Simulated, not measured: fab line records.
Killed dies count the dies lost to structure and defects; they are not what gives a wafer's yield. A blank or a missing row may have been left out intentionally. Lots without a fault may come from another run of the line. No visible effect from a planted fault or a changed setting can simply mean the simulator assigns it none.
Split-lot trial ; flow n5-finfet ; on a route of 1938 steps: 7 lots, 21 wafers read

ON THE SPLIT
At N5_BEOL_M6_DEP_56 (deposits SiCN from 3MS/NH3, target thk 10 nm, time 17.5 s), the setting time-s was moved away from the recipe's 17.5 s on 5 of the 21 wafers read, by -5.0% to +11.3%. The other wafers ran this setting at the recipe's value.

The split's own step is where the reading is taken.

THE READING
SiCN_of_BEOL_M6_DEP_56.thk-nm (the simulator's own value, which no gauge read), in nm, at N5_BEOL_M6_DEP_56 (deposits SiCN from 3MS/NH3, target thk 10 nm, time 17.5 s). There is no usual value for it anywhere in the file. Across the 16 wafers here that went through the recipe, the average is 10.1 nm and the standard deviation 0.21 nm.

wafer;tool, chamber at the split;time-s as run, s;against the recipe;SiCN_of_BEOL_M6_DEP_56.thk-nm, nm;against lot-mates on the recipe
L077.2;pecvd-04, 2;17.5;recipe;10;-
L077.4;pecvd-04, 0,2;17.5;recipe;10.2;-
L077.6;pecvd-04, 0,2;17.5;recipe;10.2;-
L081.2;pecvd-04, 0;17.5;recipe;10;-
L081.5;pecvd-04, 0,1;17.5;recipe;10.2;-
L081.6;pecvd-04, 0,1;17.5;recipe;10.2;-
L082.4;pecvd-02, 1,2;17.5;recipe;10.2;-
L082.6;pecvd-02, 1,2;17.5;recipe;10.2;-
L082.5;pecvd-02, 0;17.5;recipe;10.6;-
L087.1;pecvd-02, 0;17.5;recipe;9.8;-
L087.4;pecvd-02, 0;17.5;recipe;10.2;-
L087.6;pecvd-02, 2;18.7;+6.9%;10.6;+0.6
L086.1;pecvd-03, 2,1;16.63;-5.0%;9.4;-0.8
L086.3;pecvd-03, 2,1;16.63;-5.0%;9.4;-0.8
L086.6;pecvd-03, 1;17.5;recipe;10.2;-
L090.2;pecvd-03, 0,2;17.5;recipe;9.8;-
L090.3;pecvd-03, 0,2;17.5;recipe;9.8;-
L090.6;pecvd-03, 0;19.48;+11.3%;11.2;+1.4
L095.1;pecvd-03, 1;17.5;recipe;10;-
L095.3;pecvd-03, 2;17.5;recipe;9.8;-
L095.4;pecvd-03, 0;18.56;+6.1%;10.6;+0.7
When a row names more than one chamber, that row covers several wafers, and the file does not tell which wafer ran in which chamber.

FIT RESULTS
A straight line over all 21 wafers: SiCN_of_BEOL_M6_DEP_56.thk-nm changes by +0.102 nm for each +1% of time-s; r = +0.87; the points scatter about the line by 0.21 nm.
The same after taking each lot's own level away (the mean of its wafers on the recipe; 21 wafers): +0.125 nm for each +1%; r = +0.96; scatter 0.14 nm.
On that fit, the largest move of time-s shifts the reading by 1.4 nm.
From 9.80 to 10.33 nm: that is the span of the lots' own levels, equal to 2.5 times the standard deviation above.
Thus the slope moves with the lot-to-lot level: the two fits are different.
Check: with one of the wafers moved furthest among these (+11.3%) left out of the fit, the line predicts +1.36 nm for it against its lot-mates. It came out at +1.4 nm against them.

THE OTHER SPLITS THESE WAFERS WENT THROUGH
Note: prior to the reading, these wafers also went through further splits. Each is held against what the fit with the lots' levels taken away leaves over:
other split on the same wafers;wafers away from the commonest value;r with SiCN_of_BEOL_M6_DEP_56.thk-nm (lot level and that fit taken away)
N5_BEOL_M4_TRENCH_ETCH_37 time-s;12;-0.09
N5_BEOL_M5_PECVD_70 temp-c;6;-0.03
N5_BEOL_M5_HM_DEP_02 target-thk-a;7;+0.04
N5_BEOL_M6_ILD_DEP_00 time-s;5;+0.01
N5_BEOL_M6_PECVD_70 temp-c;9;-0.33

THE FILE'S OWN FIT
SiCN_of_BEOL_M6_DEP_56.thk-nm changes by +0.119 nm for each +1% of time-s, r = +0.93.
